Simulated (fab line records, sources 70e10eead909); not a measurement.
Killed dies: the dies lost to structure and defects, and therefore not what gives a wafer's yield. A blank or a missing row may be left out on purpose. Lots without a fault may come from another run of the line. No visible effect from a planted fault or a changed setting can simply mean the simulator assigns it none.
Matching of chambers ; flow nandHarc ; NHARC_THIN_TSV_ETCH_15 on rieSi-03: 4 sister chambers
The step target depth 3000 nm, bosch target overetch cycles 2, bosch etch step 2.8 s. 8 wafers are shown with their chamber, then 8 later ones without.

== WAFERS, EACH WITH ITS CHAMBER ==
wafer;chamber;drypumpMotorCurrentA (A)
L371.4;2;5.5
L371.6;2;5.5
L370.5;3;5.2
L373.1;3;5.3
L373.5;0;4.9
L375.1;0;5.0
L375.6;1;6.0
L374.3;1;6.0

== WAFERS MISSING THEIR CHAMBER ==
wafer;drypumpMotorCurrentA (A)
L374.5;5.4
L374.6;6.0
L377.1;4.9
L377.2;5.4
L377.5;5.0
L382.4;6.0
L382.5;4.9
L382.6;5.2

== EACH ONE'S CHAMBER ==
wafer;from the rows above;in truth
L374.5;can't be placed: 2 or 3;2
L374.6;1;1
L377.1;0;0
L377.2;can't be placed: 2 or 3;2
L377.5;0;0
L382.4;1;1
L382.5;0;0
L382.6;3;3
Placed correctly: 6 of 8. Cannot be placed on the basis of these rows: 2; the candidates contain the true chamber in 2. Placed wrongly: 0.
How it was worked out, from the rows above alone: a wafer's distance from a chamber is the root of the sum, over the readings, of the square of ((its reading less the chamber's mean) divided by the reading's scatter). If the next closest chamber is less than 2 further off than the closest, the wafer can't be placed; otherwise it belongs to the closest. The mean given for a chamber averages the wafers shown for that chamber. How the scatter is found: for the shown wafers, subtract from each reading the mean of its chamber, square and add these, divide the total by (wafers less chambers), then take the root.
